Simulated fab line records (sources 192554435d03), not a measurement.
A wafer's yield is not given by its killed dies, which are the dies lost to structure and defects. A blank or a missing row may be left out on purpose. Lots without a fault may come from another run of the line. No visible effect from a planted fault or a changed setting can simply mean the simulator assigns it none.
Comparing a struck lot with a sound one ; flow n5Finfet ; 40 steps out of a route of 1938
Sound: these wafers, L576.2, L576.5, L576.6. Wafers L586.1, L586.2, L586.6 were the ones struck. At the end, the cause is stated.
Each step with rows lists, per side, the tool, then ch with its chambers, then its first start. Under that, the readings that differ: sound wafers ; struck wafers ; difference of the means ; sigmas: that difference in standard deviations of wafers without a fault.
alike: words and numbers the same on both sides, and readings whose means are apart by under 2 such deviations; not compared: readings that were withheld, readings missing a value for some wafer, numbers with overlapping values and no deviation given by the record, and bounds like >300 which may hide the same value.
The two part at a step that has a row with sigmas, a row that says differs or no value, or rows on one side only. When numbers do not overlap yet have no deviation, they are printed without sigmas and do not part them. A reading missing from all wafers of one side parts the sides only when that side holds two or more wafers.

first, 12 steps without rows for these wafers: N5_HKMG_FIN_ETCH_54 (etches SiARC in CF4, target depth 45.5 nm, time 75.8 s); N5_HKMG_FIN_ETCH_55 (etches SOC in N2/H2, target depth 240 nm, time 300 s); N5_HKMG_FIN_STRIP_56 (strips in N2/H2); N5_HKMG_FIN_STRIP_57 (strips in CF4); N5_HKMG_FIN_ETCH_58 (etches SOC in N2/H2, target depth 215.8 nm, time 741 s); N5_HKMG_FIN_STRIP_93 (strips SOC in N2/H2, time 20 s); N5_HKMG_FIN_WET_ETCH_76 (etches Al2O3 in dNH4OH, stops on La2O3, target depth 2.25 nm, rinse time 30 s); N5_HKMG_FIN_STRIP_60 (strips in N2/H2, time 360 s); N5_HKMG_FIN_WET_ETCH_77 (etches La2O3 in dHCl, stops on HfO2, target depth 2 nm); N5_HKMG_FIN_WET_ETCH_78 (etches Al2O3 in dNH4OH, stops on La2O3, target depth 4.5 nm, rinse time 30 s); N5_HKMG_FIN_ALD_79 (deposits TiN, target thk 1.5 nm, pulse time 1 s, purge time 3 s); N5_HKMG_FIN_CVD_62 (deposits a-Si from Si2H6, target thk 3 nm, time 20.8 s).
N5_HKMG_FIN_RTA_80: time 2 s.
  sound on rtpAnneal-02 ch 0, day 5 20:20; struck on rtpAnneal-02 ch 0, day 9 22:47
then, 25 steps without rows for these wafers: N5_HKMG_FIN_PRECLEAN_64 (cleans in dHF, time 30 s); N5_HKMG_FIN_WET_ETCH_65 (etches a-Si in TMAH, stops on TiN, time 49 s, target depth 3 nm); N5_HKMG_FIN_WET_ETCH_81 (etches TiN in SC1, stops on HfO2, time 57 s, target depth 6 nm); N5_HKMG_FIN_WET_ETCH_82 (etches La2O3 in dHCl, stops on HfO2, target depth 2 nm, rinse time 30 s); N5_HKMG_FIN_ALD_36 (deposits TiN, target thk 1 nm, pulse time 1 s, purge time 3 s); N5_HKMG_FIN_PWFM_ALD_03 (deposits TiN, target thk 2 nm, pulse time 1 s, purge time 3 s); N5_HKMG_FIN_COAT_29 (time 60 s, resist thk 300 nm); N5_HKMG_FIN_COAT_30 (time 60 s, resist thk 35 nm); N5_HKMG_FIN_COAT_06 (resist thk 90 nm); N5_HKMG_FIN_EBR_08; N5_HKMG_FIN_SOFTBAKE_07 (time 60 s); N5_HKMG_FIN_EXPOSE_09 (exposes mask NWFM); N5_HKMG_FIN_PEB_10 (peb time 60 s); N5_HKMG_FIN_DEVELOP_11 (develop time 30 s); N5_HKMG_FIN_DESCUM_17 (chemistry O2, time 7.9 s); N5_HKMG_FIN_ETCH_31 (etches SiARC in CF4, target depth 45.5 nm, time 75.8 s); N5_HKMG_FIN_ETCH_32 (etches SOC in N2/H2, target depth 240 nm, time 300 s); N5_HKMG_FIN_STRIP_33 (strips in N2/H2); N5_HKMG_FIN_STRIP_34 (strips in CF4); N5_HKMG_FIN_ETCH_35 (etches SOC in N2/H2, target depth 215.8 nm, time 243.4 s); N5_HKMG_FIN_STRIP_92 (strips SOC in N2/H2, time 20 s); N5_HKMG_FIN_WET_ETCH_18 (etches TiN in SC1, time 55 s, target depth 5.2 nm, rinse time 30 s); N5_HKMG_FIN_STRIP_19 (strips in N2/H2, time 360 s); N5_HKMG_FIN_ALD_91 (deposits TiN, target thk 1 nm, pulse time 1 s, purge time 3 s); N5_HKMG_FIN_COAT_85 (time 60 s, resist thk 300 nm).
-- the record jumps here: 4 days lie between the struck wafers' starts before and after (it left off in module HKMG_FIN and takes up again in module BEOL_M4, whose first step shown is number 1111 of the route) --
N5_BEOL_M4_RC_MEAS_101:
  sound on prober-01 ch 0, day 9 23:15; struck on prober-01 ch 0, day 14 08:09
reading;sound;struck;difference;sigmas
DIBL_N (mV/V);34.8 34.0 36.1;37.6 39.8 39.8;+4.1;+3
IOFF_N (nA/um);0.13 0.12 0.15;0.19 0.25 0.26;+0.10;+3
ION_P (uA/um);463 463 467;440 450 449;-18;-2
VT_N_LVT (mV);98 100 96;82 78 78;-19;-6
VT_P (mV);-247 -250 -247;-261 -256 -257;-10;-3
VT_P_LONG (mV);-268.7 -270.3 -272.2;-287.0 -285.8 -287.3;-16.3;-5
  alike: DIBL_P, IOFF_P, ION_N, SS_N, SS_P, VT_N
-- a jump in the record: the struck wafers' starts before and after are 4 days apart (it breaks off in module BEOL_M4 and resumes in module PASSIVATION, where the first step shown is number 1936 of the route) --
N5_PASSIVATION_PROBE_49:
  sound on prober-02 at day 16 01:56; struck on prober-02 at day 18 17:23
reading;sound;struck;difference;sigmas
killedAtOther;11 5 5;0 0 0;-7;-2
  alike: defectLimitedYield, killed_at_M0_to_M3, killed_at_M4_up, killedAtContacts, killedAtFrontEnd, killedDies, killedOnRim, killedOpen, killedShort, sort_bin_5_function, sort_bin_6_memory, sort_bin_8_speed, sortNPass, sortYieldPct

WHERE THEY PART
At N5_BEOL_M4_RC_MEAS_101 first; at N5_PASSIVATION_PROBE_49 last (within this record only).

WHY: the cause the simulator had injected
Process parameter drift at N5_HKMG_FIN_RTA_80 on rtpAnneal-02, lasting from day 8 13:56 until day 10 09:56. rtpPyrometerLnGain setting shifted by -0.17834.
